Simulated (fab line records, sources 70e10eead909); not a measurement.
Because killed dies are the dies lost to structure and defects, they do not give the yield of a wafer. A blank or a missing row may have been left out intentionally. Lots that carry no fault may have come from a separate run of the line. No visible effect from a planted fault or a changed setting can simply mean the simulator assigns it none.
What tool caused it? + flow nand harc + 39 wafers from 13 lots sampled at 5 of the route's 1302 steps

== WHAT THE GAUGES READ, wafer by wafer ==
NHARC_END_SORT_01.
| lot  | measured     | on        | killed at array | killed at other | killed at periphery | killed dies | killed open | killed short |
|------|--------------|-----------|-----------------|-----------------|---------------------|-------------|-------------|--------------|
| L770 | day 30 00:23 | prober-02 | 52 100 48       | 0 0 1           | 4 7 4               | 56 107 53   | 4 2 7       | 2 2 2        |

== TOOL THAT RAN EACH LOT (tool first, then ch and the chambers of the sampled wafers, then the start) ==
| lot  | NHARC_A_STAIRCASE_ETCH_234         | NHARC_THIN_TSV_ETCH_15           | NHARC_THIN_TSV_STRIP_45              | NHARC_THIN_TSV_PRE_CLEAN_54  |
|------|------------------------------------|----------------------------------|--------------------------------------|------------------------------|
| L755 | rie diel-07 ch 0,1,2, day 16 01:55 | rie si-02 ch 0,2,3, day 23 22:10 | plasma asher-02 ch 0,1, day 23 22:25 | pvd sputter-02, day 24 02:25 |
| L756 | rie diel-01 ch 1,2, day 16 13:16   | rie si-01 ch 0,1,3, day 24 04:28 | plasma asher-02 ch 0,1, day 24 04:41 | pvd sputter-02, day 24 08:28 |
| L757 | rie diel-01 ch 0,2,3, day 16 16:44 | rie si-01 ch 0,1,3, day 24 05:50 | plasma asher-01 ch 0,1, day 24 06:02 | pvd sputter-02, day 24 09:52 |
| L758 | rie diel-07 ch 0,2,3, day 17 00:22 | rie si-04 ch 1,2,3, day 24 18:22 | plasma asher-01 ch 0,1, day 24 18:35 | pvd sputter-01, day 24 22:31 |
| L759 | rie diel-07 ch 0,1,2, day 17 16:47 | rie si-04 ch 1,2,3, day 25 05:42 | plasma asher-01 ch 1, day 25 05:57   | pvd sputter-03, day 25 09:43 |
| L760 | rie diel-07 ch 1,2,3, day 17 22:58 | rie si-04 ch 0,1,3, day 25 11:50 | plasma asher-02 ch 0,1, day 25 12:02 | pvd sputter-03, day 25 16:01 |
| L761 | rie diel-07 ch 1,2,3, day 18 08:11 | rie si-01 ch 0,1,2, day 26 04:37 | plasma asher-01 ch 0,1, day 26 04:54 | pvd sputter-02, day 26 08:46 |
| L762 | rie diel-06 ch 0,2,3, day 19 00:36 | rie si-04 ch 0,1,3, day 26 23:37 | plasma asher-01 ch 0,1, day 26 23:53 | pvd sputter-01, day 27 03:55 |
| L769 | rie diel-01 ch 0,3, day 21 16:52   | rie si-04 ch 0,1,3, day 29 03:27 | plasma asher-02 ch 0,1, day 29 03:42 | pvd sputter-02, day 29 07:34 |
| L770 | rie diel-07 ch 0,2,3, day 21 17:15 | rie si-01 ch 1,2, day 29 07:44   | plasma asher-02 ch 0,1, day 29 07:58 | pvd sputter-02, day 29 11:48 |
| L775 | rie diel-06 ch 1,2,3, day 23 21:30 | rie si-04 ch 1,2,3, day 31 12:58 | plasma asher-02 ch 0,1, day 31 13:14 | pvd sputter-01, day 31 17:08 |
| L777 | rie diel-01 ch 0,1,2, day 24 21:37 | rie si-01 ch 0,2, day 32 15:42   | plasma asher-02 ch 0,1, day 32 15:57 | pvd sputter-02, day 32 19:43 |
| L778 | rie diel-06 ch 0,1,3, day 25 20:49 | rie si-02 ch 0,3, day 34 01:43   | plasma asher-02 ch 0,1, day 34 01:56 | pvd sputter-02, day 34 05:45 |
- NHARC_A_STAIRCASE_ETCH_234: etches the open film in C4F8/O2, target depth 100 nm, time 40.5 s.
- NHARC_THIN_TSV_ETCH_15: target depth 3000 nm, bosch target overetch cycles 2, bosch etch step 2.8 s.
- NHARC_THIN_TSV_STRIP_45: strips in O2.
- NHARC_THIN_TSV_PRE_CLEAN_54: time 30 s.

== AS READ BY THE TOOLS THEMSELVES (means over the sampled wafers that have a number; for cases with no such wafer, the mark the record gives instead) ==
NHARC_A_STAIRCASE_ETCH_234.
| lot  | tool        | oes product au (a.u.) | rf fwd power W (W) | rf vpp V (V) |
|------|-------------|-----------------------|--------------------|--------------|
| L755 | rie diel-07 | 0.968                 | 589.5              | 896          |
| L756 | rie diel-01 | 0.934                 | 591.4              | 897          |
| L757 | rie diel-01 | 0.951                 | 591.4              | 893          |
| L758 | rie diel-07 | 0.945                 | 590.8              | 893          |
| L759 | rie diel-07 | 0.949                 | 590.7              | 896          |
| L760 | rie diel-07 | 0.944                 | 595.3              | 897          |
| L761 | rie diel-07 | 0.943                 | 590.2              | 896          |
| L762 | rie diel-06 | 0.958                 | 590.7              | 903          |
| L769 | rie diel-01 | 0.950                 | 593.6              | 891          |
| L770 | rie diel-07 | 0.950                 | 591.7              | 892          |
| L775 | rie diel-06 | 0.944                 | 592.4              | 903          |
| L777 | rie diel-01 | 0.941                 | 592.0              | 894          |
| L778 | rie diel-06 | 0.939                 | 591.0              | 903          |

NHARC_THIN_TSV_ETCH_15.
| lot  | tool      | drypump motor current A (A) |
|------|-----------|-----------------------------|
| L755 | rie si-02 | 5.9                         |
| L756 | rie si-01 | 5.8                         |
| L757 | rie si-01 | 5.7                         |
| L758 | rie si-04 | 5.8                         |
| L759 | rie si-04 | 5.8                         |
| L760 | rie si-04 | 5.5                         |
| L761 | rie si-01 | 5.8                         |
| L762 | rie si-04 | 5.5                         |
| L769 | rie si-04 | 5.5                         |
| L770 | rie si-01 | 6.0                         |
| L775 | rie si-04 | 5.8                         |
| L777 | rie si-01 | 5.6                         |
| L778 | rie si-02 | 5.9                         |

NHARC_THIN_TSV_STRIP_45.
| lot  | tool            | drypump motor current A (A) | heater power w (W) |
|------|-----------------|-----------------------------|--------------------|
| L755 | plasma asher-02 | 5.2                         | 325                |
| L756 | plasma asher-02 | 5.2                         | 329                |
| L757 | plasma asher-01 | 5.0                         | 320                |
| L758 | plasma asher-01 | 5.0                         | 325                |
| L759 | plasma asher-01 | 5.1                         | 328                |
| L760 | plasma asher-02 | 5.6                         | 330                |
| L761 | plasma asher-01 | 5.0                         | 319                |
| L762 | plasma asher-01 | 5.0                         | 320                |
| L769 | plasma asher-02 | 5.6                         | 338                |
| L770 | plasma asher-02 | 5.5                         | 334                |
| L775 | plasma asher-02 | 5.6                         | 336                |
| L777 | plasma asher-02 | 5.6                         | 333                |
| L778 | plasma asher-02 | 5.6                         | 338                |

NHARC_THIN_TSV_PRE_CLEAN_54.
| lot  | tool           | heater power w (W) |
|------|----------------|--------------------|
| L755 | pvd sputter-02 | 386                |
| L756 | pvd sputter-02 | 402                |
| L757 | pvd sputter-02 | 404                |
| L758 | pvd sputter-01 | 407                |
| L759 | pvd sputter-03 | 408                |
| L760 | pvd sputter-03 | 434                |
| L761 | pvd sputter-02 | 396                |
| L762 | pvd sputter-01 | 421                |
| L769 | pvd sputter-02 | 388                |
| L770 | pvd sputter-02 | 391                |
| L775 | pvd sputter-01 | 408                |
| L777 | pvd sputter-02 | 392                |
| L778 | pvd sputter-02 | 397                |

== THE ANSWER, worked out from the rows above alone ==
Rule: what is usual is taken from the lots themselves. The widest of any qualifying gaps counts: lots, ordered by their means at a reading, are off when they make up no more than a third of the lots, leave a main group of 4 or more, and stand apart from it by 3 or more times the standard deviation of that group's means. Not used: any main group whose means are identical at the precision the tables above print for the reading. A lot without any number at a reading at which 4 lots or more have one is off too. The other lots that the step has rows for count as sound. Order of review: gauges by route order, followed by the tools' own readings, for which a lot's mean as printed above is used. At the first step where some lot is off, the reading lying furthest off is the one used; lots without a number count as furthest.
No lot is off at any reading shown: from this, nothing can be told.

== WHAT HAD BEEN PUT IN BY THE SIMULATOR ==
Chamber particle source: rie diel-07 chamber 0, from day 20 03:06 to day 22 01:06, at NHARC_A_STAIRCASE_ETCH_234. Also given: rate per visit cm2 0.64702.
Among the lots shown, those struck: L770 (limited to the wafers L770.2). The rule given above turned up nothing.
